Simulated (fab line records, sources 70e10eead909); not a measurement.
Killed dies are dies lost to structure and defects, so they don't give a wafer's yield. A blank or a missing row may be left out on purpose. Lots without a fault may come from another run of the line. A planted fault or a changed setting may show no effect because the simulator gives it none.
Problem report in the 8D (eight disciplines) form, filled by code | flow nand_harc | the parts of the form that need people (team, actions taken, sign-off) are left out

1. THE PROBLEM
trench_depth_nm at NHARC_P_STI_OCD_MEAS_17 reads a mean of 261 nm on 1 wafer of 1 lot; wafers without a fault read 299 nm with a standard deviation of 5.9. That is -6.4 standard deviations from the usual mean.
First seen on wafer L224.1, day 7 20:47, on ocd-02. The record holds 36 wafers of 12 lots with a number at this step. Rule for "out", or "out of limits": more than 4 standard deviations from the usual mean. The other wafers with a number count as sound.

2. WHAT IT IS AND WHAT IT IS NOT
question                    | is               | is not
which readings at this step | trench_depth_nm  | trench_foot_cd_nm
which lots                  | L224             | L212, L214, L215, L217, L219, L220, L221, L232, L233, L234, L235
which wafers of those lots  | L224.1           | L224.4, L224.6
read on which gauges        | ocd-02           | ocd-01
when                        | from day 7 20:47 | up to then (23 sound wafers); but 12 sound wafers of L232, L233, L234, L235 came after

3. SUSPECTS, AND WHAT RULES EACH OUT
Counting: a tool at a process step up to the reading stays a suspect if it ran every lot that is out. Sound lots after the first of them don't rule it out here, since some wafers of a struck lot are sound.
- the gauge at NHARC_P_STI_OCD_MEAS_17: ruled out. All the wafers that are out were read on ocd-02, but those of them that NHARC_P_STI_ETCH_15 has rows for are out there too, on other tools.
- rie_diel-06 at NHARC_P_ZERO_WELL_DESCUM_54 (chemistry O2, time 3 s): kept. It ran the lot that is out, L224 (day 7 02:00).
- rie_si-01 at NHARC_P_STI_ETCH_15 (etches the open film in HBr/Cl2, target depth 300 nm, time 100.1 s): kept. It ran the lot that is out, L224 (day 7 20:34); its last sound lot up to then is L221 (day 6 15:10). Its own readings are out on those wafers: oes_product_au.
- Within rie_diel-06 at NHARC_P_ZERO_WELL_DESCUM_54: the wafers that are out ran in chamber 3; their sound lot-mates ran in chambers 0, 2.
- Within rie_si-01 at NHARC_P_STI_ETCH_15: the wafers that are out ran in chamber 0; their sound lot-mates ran in chambers 1, 2.
Left after counting: rie_diel-06 at NHARC_P_ZERO_WELL_DESCUM_54, rie_si-01 at NHARC_P_STI_ETCH_15.

4. THE CAUSE (what the simulator had put in)
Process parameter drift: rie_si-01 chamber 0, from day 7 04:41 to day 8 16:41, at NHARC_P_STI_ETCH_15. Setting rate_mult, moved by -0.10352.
Counting left 2 suspects, and this tool is among them.

5. THE CHAIN OF EFFECTS, in route order
Each row: a reading whose mean over the struck wafers that have a number lies more than 3 standard deviations from the usual. Only readings for which the record gives a usual standard deviation are gone through. hours: the time from each lot's start at the first step in this table that gives one to its start at this step, as a median over the lots. sigmas: the change in usual standard deviations.
hours | step                    | reading         | usual      | on struck wafers | change | sigmas
0     | NHARC_P_STI_ETCH_15     | oes_product_au  | 0.997 a.u. | 0.916            | -0.081 | -6.2
0     | NHARC_P_STI_OCD_MEAS_17 | trench_depth_nm | 299 nm     | 261              | -38    | -6.4
The process steps in it:
- NHARC_P_STI_ETCH_15: etches the open film in HBr/Cl2, target depth 300 nm, time 100.1 s.
Later measuring or inspecting steps at which every struck wafer that the step has a row for has a number for every such reading, and none has moved that far: NHARC_P_GATE_OVL_MEAS_27.

6. WHAT WOULD HAVE CAUGHT IT SOONER
In this record the first reading out of limits at a measuring or inspecting step was taken at day 7 20:47, 16 hours after the fault began at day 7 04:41.
The tool's own readings at NHARC_P_STI_ETCH_15 were out on every struck wafer that the step has a row for (oes_product_au): an alarm limit on them would have fired on the first of those.
All the lots that are out (1) had begun NHARC_P_STI_ETCH_15 on rie_si-01 by day 7 20:47. A hold on the tool at that time would have spared none of them.
